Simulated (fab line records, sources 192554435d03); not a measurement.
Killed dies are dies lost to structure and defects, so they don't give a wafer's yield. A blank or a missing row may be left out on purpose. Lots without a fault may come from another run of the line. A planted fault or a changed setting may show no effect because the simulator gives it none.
fab line records | flow n5_finfet
record lots=6 wafers=18 last_day=22
route steps=1938 shown SD_EPI_P@315 SD_ACTIVATION@330 ILD0@335 BEOL_M4@1111 PASSIVATION@1936
lots that met no fault: from a run of the same line without faults
start_h: hours from the record's first day to the start of the lot's first wafer shown | wait_h: hours since the lot's step before | " the same as in the row above | L1.1+2: a row that stands for several wafers | - no value, or no start given | * or withheld: withheld | < > ~ a bound
route shown NAME@n: a module of which the file shows steps, and the number in the route of the first | usual: mean/standard deviation of fault-free wafers | same: alike in all rows | chamber/n: place in a boat | sites: the reading at each site | _std_site: their standard deviation | _edge_site: outer sites' mean less inner sites' | radius_mm: how far each site lies from the wafer's centre | mask NAME#n: copy n | behind: the tool/chamber that last shaped the wafer | hold: why the lot was held/for how many hours/how that ended | device: the transistor (n, p or np) that didn't switch | end of line: the same wafers' tests at the end of the route | a step without rows: its recipe alone | killed: dies lost to structure and defects at the first sort, not the wafer's yield | map: a wafer's dies, x killed, . not, _ none there
set.NAME: the setting as run; set.NAME@STEP: as run at that earlier step | model.NAME: the simulator's own value behind a step, which no gauge read
lots at some steps of the route; a table a step, a row a wafer
services: from which hour (start_h, from the record's first day; less than 0 if before it) a tool's chamber was out of use, for how many hours, and why
## steps
# step N5_SD_EPI_P_WET_ETCH_45
# recipe chemistry=dHF dilution=withheld time_s=10.7 target=SiO2 target_depth_a=20 temp_c=25 dry=ipa_marangoni rinse_time_s=30 rinse_temp_c=23
# step N5_SD_EPI_P_STRIP_40
# recipe chemistry=N2/H2 power_w=1000 temp_c=250 h2_frac=0.65 overash_fraction=0.3 pressure_mtorr=withheld n2_flow_sccm=1750 h2_flow_sccm=3250
# usual drypump_motor_current_A=6.0/0.51 heater_power_w=304/17 oes_product_au=0.761/0.012
# columns lot.wafer tool chamber start_h wait_h drypump_motor_current_A heater_power_w oes_product_au rf_hours_counter_h
L740.2 plasma_asher-02 0 104.38 0.0 6.7 315 0.769 46
L740.4 " 0 " " 6.7 323 0.733 -
L740.5 " 1 " " 5.1 324 0.755 -
L742.1 plasma_asher-01 0 116.31 0.0 6.0 286 0.770 90
L742.2 " 1 " " 6.0 285 0.767 90
L742.3 " 0 " " 6.0 283 0.763 -
L749.4 plasma_asher-01 1 156.58 0.1 6.0 296 0.767 -
L749.5 " 1 " " 6.1 295 0.748 -
L749.6 " 0 " " 6.0 290 0.771 -
L750.3 plasma_asher-02 0 162.54 0.0 6.6 321 0.751 -
L750.4 " 1 " " 5.1 319 0.749 -
L750.6 " 0 " " 6.6 319 0.745 -
L751.2 plasma_asher-02 1 167.32 0.0 5.1 326 0.753 59
L751.3 " 1 " " 5.1 315 0.777 -
L751.6 " 0 " " 6.6 328 0.777 -
L753.1 plasma_asher-01 0 181.28 0.0 6.1 288 0.762 103
L753.2 " 1 " " 6.0 296 0.785 103
L753.3 " 0 " " 6.0 288 0.762 -
# step N5_SD_EPI_P_PRECLEAN_52
# recipe chemistry=O3/DIW time_s=60 temp_c=22 o3_ppm=10
# step N5_SD_EPI_P_SRD_20
# recipe dry=ipa_marangoni do_ppb=5 time_s=30 temp_c=23 rinse_liquid=diw
# step N5_SD_EPI_P_PRECLEAN_51
# recipe chemistry=NF3:NH3 afs_cycles=1 temp_c=30 time_s=20 sublimation_temp_c=180 sublimation_time_s=60 pressure_torr=3 rf_power_w=30
# step N5_SD_EPI_P_VAPOR_ETCH_44
# recipe chemistry=NF3/Ar target=SiGe30 temp_c=25 time_s=3.3 mode=isotropic
# step N5_SD_EPI_P_EPI_21
# recipe material=SiGe:B dopant=B temp_c=550 pressure_torr=20 ambient=H2 time_s=355
# step N5_SD_EPI_P_EPI_MEAS_23
# recipe mode=xrd
# usual thk_nm=61.0/1.3
# columns lot.wafer tool chamber start_h wait_h thk_nm
L740.2 film_metro-02 - 107.93 2.0 59.7
L740.4 " - " " 59.9
L740.5 " - " " 62.0
L742.1 film_metro-02 - 119.03 1.8 62.0
L742.2 " - " " 60.6
L742.3 " - " " 59.5
L749.4 film_metro-01 - 159.28 0.8 60.5
L749.5 " - " " 61.5
L749.6 " - " " 61.8
L750.3 film_metro-02 - 165.23 1.1 61.3
L750.4 " - " " 61.8
L750.6 " - " " 60.5
L751.2 film_metro-01 - 170.89 2.0 61.7
L751.3 " - " " 58.7
L751.6 " - " " 60.8
L753.1 film_metro-01 - 184.84 2.4 62.0
L753.2 " - " " 59.3
L753.3 " - " " 60.6
# step N5_SD_EPI_P_HM_STRIP_48
# recipe chemistry=H3PO4 temp_c=160 material=SiNx target=SiNx target_depth_a=30 overetch_fraction=0.3
# step N5_SD_EPI_P_SRD_49
# recipe dry=ipa_marangoni time_s=30 temp_c=23 rinse_liquid=diw
# step N5_SD_EPI_P_PRECLEAN_24
# recipe chemistry=O3/DIW time_s=45 temp_c=22 o3_ppm=10
# step N5_SD_EPI_P_PRECLEAN_32
# recipe chemistry=dHF time_s=10 dilution=500:1 temp_c=25
# step N5_SD_EPI_P_PRECLEAN_33
# recipe chemistry=SC2 time_s=45 temp_c=35 mix=1:1:50
# columns lot.wafer tool chamber start_h wait_h
L740.2+4+5 wet_bench-02 3,7,5 108.05 0.0
L742.1+2+3 wet_bench-04 4,5,3 119.15 0.0
L749.4+5+6 wet_bench-02 6,4,7 159.39 0.0
L750.3+4+6 wet_bench-02 6,7,0 165.35 0.0
L751.2+3+6 wet_bench-04 6,5,7 171.01 0.0
L753.1+2+3 wet_bench-01 5,3,1 184.96 0.0
# step N5_SD_EPI_P_SRD_25
# recipe time_s=30 temp_c=23 rinse_liquid=diw dry=ipa_marangoni
# step N5_SD_EPI_P_INSPECT_26
# recipe inspect_instrument=darkfield mode=post_epi
# usual raw_defect_count=159/33
# columns lot.wafer tool chamber start_h wait_h raw_defect_count
L740.2 defect_inspect-01 - 108.11 0.0 106
L740.4 " - " " 119
L740.5 " - " " 160
L742.1 defect_inspect-02 - 119.20 0.0 116
L742.2 " - " " 145
L742.3 " - " " 124
L749.4 defect_inspect-01 - 159.45 0.0 701
L749.5 " - " " 735
L749.6 " - " " 670
L750.3 defect_inspect-02 - 165.40 0.0 736
L750.4 " - " " 727
L750.6 " - " " 818
L751.2 defect_inspect-02 - 171.06 0.0 143
L751.3 " - " " 130
L751.6 " - " " 131
L753.1 defect_inspect-02 - 185.02 0.0 120
L753.2 " - " " 144
L753.3 " - " " 142
# step N5_SD_ACTIVATION_RTA_00
# recipe temp_c=975 time_s=0 ambient=N2 idle_temp_c=600 ramp_up_c_per_s=150 ramp_down_c_per_s=60 cool_to_c=600
# usual lamp_power_pct=8.96/0.052 lamp_zone_4_pct=8.948/0.027 lamp_zone_5_pct=8.953/0.027 wafer_temp_C_max=975.1/2
# columns lot.wafer tool chamber start_h wait_h lamp_power_pct lamp_zone_4_pct lamp_zone_5_pct wafer_temp_C_max
L740.2 rtp_anneal-02 0 108.16 0.1 8.86 8.958 8.927 973.8
L740.4 " 0 " " 9.01 8.909 8.914 978.5
L740.5 " 0 " " 8.95 8.955 9.022 975.0
L742.1 rtp_anneal-02 0 119.23 0.0 8.90 8.914 8.979 973.9
L742.2 " 0 " " 8.93 8.998 8.953 972.0
L742.3 " 0 " " 9.03 8.974 8.956 972.0
L749.4 rtp_anneal-01 0 159.56 0.1 8.98 8.941 8.940 974.4
L749.5 " 0 " " 9.00 8.909 8.952 974.4
L749.6 " 0 " " 8.98 8.930 8.977 978.4
L750.3 rtp_anneal-01 0 165.52 0.1 8.94 8.983 8.935 976.7
L750.4 " 0 " " 8.91 8.937 8.916 974.6
L750.6 " 0 " " 9.05 8.975 8.984 974.4
L751.2 rtp_anneal-01 0 171.12 0.1 8.93 8.969 8.954 974.1
L751.3 " 0 " " 8.89 8.922 8.961 971.6
L751.6 " 0 " " 8.97 8.977 8.930 975.0
L753.1 rtp_anneal-01 0 185.05 0.0 9.00 8.969 8.973 975.6
L753.2 " 0 " " 8.87 8.955 8.942 972.6
L753.3 " 0 " " 8.97 8.927 8.960 971.5
# step N5_SD_ACTIVATION_LSA_01
# recipe temp_c=1080 time_s=0.0008 ambient=N2
# usual wafer_temp_C_max=1084.5/1
# columns lot.wafer tool chamber start_h wait_h wafer_temp_C_max
L740.2 laser_anneal-01 0 108.37 0.2 1084.7
L740.4 " 0 " " 1085.4
L740.5 " 0 " " 1084.8
L742.1 laser_anneal-01 0 119.43 0.2 1085.4
L742.2 " 0 " " 1084.3
L742.3 " 0 " " 1086.5
L749.4 laser_anneal-02 0 159.76 0.2 1083.1
L749.5 " 0 " " 1084.4
L749.6 " 0 " " 1084.3
L750.3 laser_anneal-01 0 165.72 0.2 1086.2
L750.4 " 0 " " 1085.9
L750.6 " 0 " " 1084.1
L751.2 laser_anneal-02 0 171.32 0.2 1082.8
L751.3 " 0 " " 1084.7
L751.6 " 0 " " 1083.7
L753.1 laser_anneal-02 0 185.25 0.2 1083.9
L753.2 " 0 " " 1084.5
L753.3 " 0 " " 1083.4
# step N5_SD_ACTIVATION_RS_MEAS_03
# recipe thk_meas_gauge=four-point-probe
# usual RS_SD_N=21.86/0.28 RS_SD_P=55.9/0.89
# columns lot.wafer tool chamber start_h wait_h RS_SD_N[ohm/sq] RS_SD_P[ohm/sq]
L740.2 film_metro-02 - 108.56 0.2 22.01 56.5
L740.4 " - " " 21.74 56.1
L740.5 " - " " 21.45 55.5
L742.1 film_metro-02 - 119.63 0.2 22.15 55.1
L742.2 " - " " 22.04 55.5
L742.3 " - " " 22.13 56.9
L749.4 film_metro-01 - 159.94 0.1 21.42 55.5
L749.5 " - " " 21.44 54.9
L749.6 " - " " 21.67 56.2
L750.3 film_metro-01 - 165.90 0.2 21.48 54.2
L750.4 " - " " 21.44 54.8
L750.6 " - " " 21.45 54.6
L751.2 film_metro-02 - 171.51 0.2 21.85 55.7
L751.3 " - " " 21.76 55.7
L751.6 " - " " 21.42 55.5
L753.1 film_metro-01 - 185.45 0.2 22.02 56.7
L753.2 " - " " 22.12 57.5
L753.3 " - " " 21.58 57.1
# step N5_SD_ACTIVATION_INSPECT_02
# recipe inspect_instrument=darkfield mode=post_anneal
# usual raw_defect_count=159/31
# columns lot.wafer tool chamber start_h wait_h raw_defect_count
L740.2 defect_inspect-01 - 108.86 0.1 105
L740.4 " - " " 114
L740.5 " - " " 152
L742.1 defect_inspect-01 - 119.95 0.2 115
L742.2 " - " " 170
L742.3 " - " " 140
L749.4 defect_inspect-01 - 160.20 0.1 697
L749.5 " - " " 737
L749.6 " - " " 667
L750.3 defect_inspect-02 - 166.18 0.1 723
L750.4 " - " " 706
L750.6 " - " " 818
L751.2 defect_inspect-02 - 171.81 0.1 145
L751.3 " - " " 131
L751.6 " - " " 132
L753.1 defect_inspect-01 - 185.77 0.2 136
L753.2 " - " " 141
L753.3 " - " " 150
# step N5_ILD0_LINER_00
# recipe material=SiNx target_thk_a=40 temp_c=400 ald_precursor_family=SiH2I2 ald_co_reactant=N2/H2-plasma pulse_time_s=1 purge_time_s=2 co_reactant_purge_time_s=2 ald_cycles=80 pressure_torr=2
# usual chamber_pressure_Torr=2.000/0.0045 heater_power_w=839/110 precursor_pulse_height_rel=0.996/0.019 susceptor_temp_C=400.01/0.21
# columns lot.wafer tool chamber start_h wait_h chamber_pressure_Torr heater_power_w precursor_pulse_height_rel susceptor_temp_C
L740.2 ald_sin-01 3 108.90 0.0 1.998 866 0.992 400.17
L740.4 " 1 " " 2.000 849 0.973 399.75
L740.5 " 3 " " 1.996 839 0.990 400.20
L742.1 ald_sin-01 3 120.10 0.1 2.002 851 1.020 400.24
L742.2 " 2 " " 1.997 997 1.012 400.02
L742.3 " 1 " " 1.999 833 0.995 400.19
L749.4 ald_sin-02 1 160.23 0.0 1.998 812 0.978 400.33
L749.5 " 2 " " 2.000 790 0.999 400.10
L749.6 " 1 " " 1.997 812 0.994 400.32
L750.3 ald_sin-02 1 166.22 0.0 2.003 812 1.026 399.78
L750.4 " 2 " " 2.001 795 1.028 400.23
L750.6 " 3 " " 2.003 787 0.996 399.65
L751.2 ald_sin-01 1 171.89 0.1 2.001 883 0.990 400.40
L751.3 " 2 " " 2.001 964 1.005 399.97
L751.6 " 0 " " 2.002 697 0.983 400.11
L753.1 ald_sin-03 2 186.12 0.3 1.998 1065 0.998 400.02
L753.2 " 0 " " 1.997 812 1.036 400.08
L753.3 " 3 " " 2.010 830 1.002 400.07
# step N5_BEOL_M4_RC_MEAS_101
# usual DIBL_N=36.3/1.1 DIBL_P=36.3/1.4 IOFF_N=0.155/0.019 IOFF_P=0.211/0.027 ION_N=672/8.5 ION_P=462/5.8 SS_N=71.5/0.56 SS_P=73.3/0.52 VT_N=249.9/2.5 VT_P=-249.8/2.8
# columns lot.wafer tool chamber start_h wait_h DIBL_N[mV/V] DIBL_P[mV/V] IOFF_N[nA/um] IOFF_P[nA/um] ION_N[uA/um] ION_P[uA/um] SS_N[mV/dec] SS_P[mV/dec] VT_N[mV] VT_P[mV]
L742.1 prober-02 0 322.10 0.0 36.6 36.0 0.145 0.200 665 456 70.6 73.8 250.4 -251.5
L742.2 " 0 " " 37.0 36.2 0.150 0.203 672 461 71.5 73.3 250.7 -250.7
L742.3 " 0 " " 38.3 37.2 0.163 0.214 676 461 71.0 73.1 247.3 -252.3
L753.1 prober-01 0 368.20 0.0 37.3 39.4 0.209 0.284 680 470 72.2 73.1 247.2 -244.7
L753.2 " 0 " " 36.1 38.4 0.178 0.258 674 465 71.7 73.7 249.4 -248.1
L753.3 " 0 " " 35.0 37.1 0.165 0.238 675 470 71.0 73.3 247.5 -246.2
L749.4 prober-01 0 376.75 0.5 35.4 34.8 0.151 0.195 681 464 71.3 73.0 250.4 -250.3
L749.5 " 0 " " 36.7 36.3 0.170 0.219 685 466 71.9 73.4 247.7 -248.3
L749.6 " 0 " " 36.6 36.2 0.169 0.214 684 467 71.5 73.8 248.6 -247.7
L750.3 prober-02 0 385.66 0.3 37.1 35.5 0.140 0.194 659 458 71.6 73.0 252.5 -250.8
L750.4 " 0 " " 36.8 34.6 0.135 0.191 673 461 71.3 73.1 251.9 -252.1
L750.6 " 0 " " 37.7 36.3 0.159 0.218 675 465 71.8 73.4 251.1 -248.3
L751.2 prober-02 0 391.49 0.2 35.5 36.1 0.146 0.202 671 463 71.5 72.4 251.1 -248.8
L751.3 " 0 " " 36.0 36.0 0.147 0.205 675 466 70.9 72.3 251.9 -248.4
L751.6 " 0 " " 34.5 34.1 0.123 0.172 663 464 70.9 72.8 253.5 -252.7
L740.2 prober-02 0 399.79 0.2 37.0 38.3 0.162 0.214 675 466 71.3 73.5 246.4 -249.6
L740.4 " 0 " " 33.6 32.5 0.105 0.142 658 454 70.4 72.8 255.7 -256.8
L740.5 " 0 " " 34.7 34.7 0.118 0.173 652 458 70.4 73.1 253.0 -253.3
# step N5_PASSIVATION_PROBE_49
# usual defect_limited_yield=91.4/1.2 killed_at_M0_to_M3=34/10 killed_at_M4_up=14/5.1 killed_at_contacts=12/6.4 killed_at_front_end=38/9.3 killed_at_other=4/3 killed_dies=102/15 killed_open=67/12 killed_short=33/6.9 sort_bin_5_function=5.0/0.86 sort_bin_6_memory=3.2/0.58 sort_n_pass=1078/15 sort_yield_pct=91.4/1.2
# same gross_dies=1180 killed_at_back_side=0 sort_bin_4_leakage[%]=0 sort_bin_8_speed[%]=0
# columns lot.wafer tool chamber start_h wait_h defect_limited_yield[%] killed_at_M0_to_M3 killed_at_M4_up killed_at_contacts killed_at_front_end killed_at_other killed_dies killed_open killed_short sort_bin_5_function[%] sort_bin_6_memory[%] sort_n_pass sort_yield_pct[%]
L749.4 prober-01 - 485.69 0.2 83.9 19 14 4 152 1 190 39 30 10.7 2.6 990 83.9
L749.5 prober-01 - 485.74 0.2 81.3 35 17 5 160 4 221 66 31 12.7 3.5 959 81.3
L749.6 prober-01 - 485.79 0.3 86.5 18 15 4 117 5 159 45 27 8.1 3.3 1021 86.5
L750.3 prober-01 - 498.58 0.1 82.3 25 24 3 157 0 209 57 23 11.6 3.5 971 82.3
L750.4 prober-01 - 498.63 0.2 82.5 47 16 11 133 0 207 83 27 11.3 4.3 973 82.5
L750.6 prober-01 - 498.73 0.3 81.0 39 24 5 154 2 224 66 41 11.1 4.7 956 81.0
# killed by level:class
L749.4 SD_EPI_P:unspecified=120 FIN_SAQP:geometric_particle:short=8 BEOL_M0_SAQP:geometric_particle:short=7 DUMMY_GATE:geometric_particle:open=6 BEOL_M4:geometric_particle:open=5 FIN_SAQP:geometric_particle:open=4 BEOL_M3:geometric_particle:open=4 MOL_CONTACT_COAG:geometric_particle:open=4
L749.5 SD_EPI_P:unspecified=120 FIN_SAQP:geometric_particle:open=9 BEOL_M0_SAQP:geometric_particle:short=9 STI_FIN_REVEAL:geometric_particle:open=9 BEOL_M0_SAQP:geometric_particle:open=8 BEOL_M2:geometric_particle:open=8 BEOL_M4:geometric_particle:open=8 FIN_SAQP:geometric_particle:short=6
L749.6 SD_EPI_P:unspecified=85 BEOL_M4:geometric_particle:open=8 FIN_SAQP:geometric_particle:open=5 FIN_SAQP:geometric_particle:short=5 FIN_CUT:geometric_particle:short=4 BEOL_M2:geometric_particle:open=4 BEOL_M0_SAQP:geometric_particle:open=4 DUMMY_GATE:geometric_particle:open=3
L750.3 SD_EPI_P:unspecified=128 STI_FIN_REVEAL:geometric_particle:open=10 BEOL_M4:geometric_particle:open=10 BEOL_M0_SAQP:geometric_particle:open=8 BEOL_M0_SAQP:geometric_particle:short=6 DUMMY_GATE:geometric_particle:open=6 STI_FIN_REVEAL:geometric_particle:short=4 BEOL_M2:geometric_particle:open=4
L750.4 SD_EPI_P:unspecified=91 BEOL_M3:geometric_particle:open=20 STI_FIN_REVEAL:geometric_particle:open=19 BEOL_M0_SAQP:geometric_particle:open=12 STI_FIN_REVEAL:geometric_particle:short=8 MOL_CONTACT_COAG:geometric_particle:open=8 BEOL_M15:coat_microbubble_printed=5 FIN_SAQP:geometric_particle:open=4
L750.6 SD_EPI_P:unspecified=113 BEOL_M0_SAQP:geometric_particle:short=10 DUMMY_GATE:geometric_particle:open=7 BEOL_M1:geometric_particle:open=7 STI_FIN_REVEAL:geometric_particle:open=6 BEOL_M0_SAQP:geometric_particle:open=6 BEOL_M4:geometric_particle:open=6 GATE_CUT:geometric_particle:short=5
# map L749.5 (x killed, . not)
_________________...........x________________
______________.....x.........x.x_____________
___________.............x..........__________
__________.x.....x......x.......x..._________
________..x.....x..x..............x..._______
_______.x....x..........xx...........x.______
______.....................x...x........_____
_____..x....................xxx...x..x...____
____.x..........x.........xxxxxxxx...x....___
___.x........x......x.x...xxxxxxxx......x..__
___.......xx.x.........x.xxxxxxxxxxxx..x...__
__.x......x..........xx.xxxxxxxxxxxxx......._
__.........x...........x.xxxxxxxxxxxx.....x._
_........x......x.....xxxxxxxxxxxxxx.........
_...............x......xxxxxxxxxxxxxx........
_.....x.........x......xxxxxxxxxxxx..........
_...x.............x.....xxxxxxxxxx...........
_.x..............x......xxxxxxxxx.x....xx....
_.....................x....x...x.x.x.......x.
_.............x....x....x....x...............
_........xx....x..................x.........x
__..........x.............x....x............_
__...........x.............................._
___...........................x.....x......__
___........x............x..x...............__
____x..x...x.....x.x.x.....x..............___
_____...........................xx.x.....____
______..x...xx..x......................._____
_______.....x...........x..............______
________......x.................x....._______
__________....x..........x.........._________
___________....x..x....x...........__________
______________.........x.......x_____________
_________________...x..x.....________________
# map L750.6 (x killed, . not)
_________________............________________
______________...........x......_____________
___________........x..x............__________
__________...............x.........._________
________.x...........x.x..x..........x_______
_______x..x...........x.....xxx........______
______.x.x.....xx........xx.........x..._____
_____....x.......x.......x...............____
____..............x................x......___
___x.......x.....x.........................__
___x..x...................................x__
__.......x.x............x......xxx.........._
__............x....x..x....................._
_.................x.x........xx.............x
_..........x...............x..xx.............
_..x...x...x...xx..............x..x..........
_..x...x...x...........................xx....
_.......x.....x......x.....x.............x...
_...x..x.......................x......x.....x
_...x.......xxx..x....x.........x.x..........
_................x......x...........x.....x..
__....x.x.x....x.................x.........._
__x...x.x...xxxx.x........x.....x..........._
___....xxxxxxxxxx...............x..........__
___....xxxxxxxxxxx..x......x.....x......x..__
____..xxxxxxxxxxxxx.x....x................___
_____..xxxxxxxxxxxxxx......x........x....____
______..xxxxxxxxxxxxx...x.x...x....xx..._____
_______xxxxxxxxxxxxx.xx.......x.......x______
________xxxxxxxxxxxxx................x_______
__________xxxxxxxx.x................_________
___________x.xxx.xx...x............__________
______________x................._____________
_________________.......x....________________
## services
# columns tool chamber start_h hours kind
ald_sin-03 3 85.16 6.3 repair
ald_sin-03 - 85.25 14.0 pm
ald_sin-03 0 85.25 14.0 vent_cycle
ald_sin-03 1 85.25 14.0 vent_cycle
ald_sin-03 2 85.25 14.0 vent_cycle
ald_sin-01 - 95.28 1.1 repair
ald_sin-03 0 99.25 - clean
ald_sin-03 1 99.25 - clean
ald_sin-03 2 99.25 - clean
ald_sin-03 3 99.25 - clean
laser_anneal-01 - 101.93 1.1 repair
ald_sin-03 2 112.53 13.7 repair
ald_sin-03 0 118.27 20.1 repair
laser_anneal-02 - 124.01 1.7 pm
laser_anneal-01 - 127.50 1.9 pm
ald_sin-01 3 140.26 2.1 repair
plasma_asher-01 - 159.51 2.8 pm
rtp_anneal-02 - 164.30 4.1 pm
ald_sin-02 3 170.47 2.3 repair
ald_sin-02 - 176.87 14.0 pm
ald_sin-02 0 176.87 14.0 vent_cycle
ald_sin-02 1 176.87 14.0 vent_cycle
ald_sin-02 2 176.87 14.0 vent_cycle
ald_sin-02 3 176.87 14.0 vent_cycle
## key
first_sign step=N5_SD_EPI_P_INSPECT_26 reading=raw_defect_count direction=up sigmas=18 usual=159 struck=731
effect step=N5_SD_ACTIVATION_INSPECT_02 reading=raw_defect_count direction=up sigmas=18 usual=159 struck=725
effect step=N5_PASSIVATION_PROBE_49 reading=killed_at_front_end direction=up sigmas=12 usual=38 struck=146
more_kills_born_at N5_SD_EPI_P_PRECLEAN_33@wet_bench-02=657
met_at N5_SD_EPI_P_PRECLEAN_33
struck_wafers L749.4,L749.5,L749.6,L750.3,L750.4,L750.6
onset_between 108.05 159.39
fault kind=chamber_particle_source tool=wet_bench-02 chamber=- onset_h=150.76 steps=N5_SD_EPI_P_PRECLEAN_33 rate_per_visit_cm2=0.8651 end_h=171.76
